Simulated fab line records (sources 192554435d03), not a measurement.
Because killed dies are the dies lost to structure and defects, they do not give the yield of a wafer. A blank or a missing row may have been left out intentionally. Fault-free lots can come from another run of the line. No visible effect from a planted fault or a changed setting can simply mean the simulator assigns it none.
The tool behind it: which one?	flow n5Finfet	11 lots, 32 wafers sampled, at 3 steps of a route of 1938

WHAT EACH GAUGE READ, for each wafer
N5_MIM_TOP_LITHO_CD_MEAS_08 targets a cd of 2000 nm.
lot	measured	on	cdNm (nm)
L310	day 13 00:38	cdSem-03	1997.3 2001.1 2001.0
L309	day 12 18:05	cdSem-01	1998.7 2003.4 1999.9
L311	day 13 14:01	cdSem-02	1995.6 1998.0 1999.0
L312	day 13 15:58	cdSem-02	1998.5 1999.7 1998.5
L313	day 13 17:15	cdSem-01	2000.6 1997.0 2001.5
L316	day 14 01:37	cdSem-02	2004.8 1999.8 1997.9
L317	day 14 08:27	cdSem-03	2000.2 2004.8
L321	day 14 23:44	cdSem-02	1999.7 1999.1 2000.2
L329	day 17 15:04	cdSem-03	2000.8 2005.4 2002.7
L330	day 18 03:06	cdSem-03	2002.2 2003.0 2003.0
L332	day 18 07:32	cdSem-01	1996.7 2001.9 1999.0

WHICH TOOL RAN EACH LOT (tool, then ch and the chambers of the sampled wafers, then the start)
lot	N5_BEOL_M7_ALD_77	N5_BEOL_M15_DEP_53
L310	aldMetal-04 ch 0,1,2, day 9 20:13	pecvd-03 ch 1,2, day 12 20:58
L309	aldMetal-03 ch 1,2, day 9 20:17	pecvd-04 ch 0,2, day 12 14:34
L311	aldMetal-03 ch 0,1,3, day 10 13:19	pecvd-01 ch 1,2, day 13 09:41
L312	aldMetal-04 ch 0,1,3, day 10 13:31	pecvd-03 ch 0,1, day 13 11:07
L313	aldMetal-04 ch 0,2, day 10 14:58	pecvd-03 ch 0,2, day 13 14:19
L316	aldMetal-03 ch 1,2,3, day 11 05:31	pecvd-01 ch 0,1,2, day 13 21:48
L317	aldMetal-04 ch 2,3, day 11 17:28	pecvd-03 ch 0,1, day 14 01:30
L321	aldMetal-04 ch 0,1,3, day 12 13:35	pecvd-04 ch 1, day 14 21:14
L329	aldMetal-04 ch 0,2,3, day 14 20:23	pecvd-04 ch 0,2, day 17 08:15
L330	aldMetal-04 ch 0,1,2, day 15 05:02	pecvd-03 ch 0,1,2, day 17 22:52
L332	aldMetal-04 ch 0,1, day 15 08:01	pecvd-03 ch 0,1,2, day 18 04:47
- N5_BEOL_M7_ALD_77: deposits TaN, target thk 2 nm, pulse time 2 s, purge time 3 s.
- N5_BEOL_M15_DEP_53: deposits SiCN from 3MS/NH3, target thk 50 nm, time 17.8 s.

THE ANSWER, worked out from the rows above alone
Rule: usual is defined by the lots themselves. Put in order of their means at a reading, lots are off if they are a third of the lots or fewer, leave a main group of 4 or more, and stand apart from it by a gap of 3 or more times the standard deviation of the main group's means; of several such gaps the widest counts. If all means in a main group match to the digits the tables above print for the reading, that group is not used. A lot without any number at a reading at which 4 lots or more have one is off too. Where the step has rows for the other lots, those lots are counted as sound.
Nothing can be told from this: no lot is off at any reading shown.

WHAT THE SIMULATOR HAD PUT IN
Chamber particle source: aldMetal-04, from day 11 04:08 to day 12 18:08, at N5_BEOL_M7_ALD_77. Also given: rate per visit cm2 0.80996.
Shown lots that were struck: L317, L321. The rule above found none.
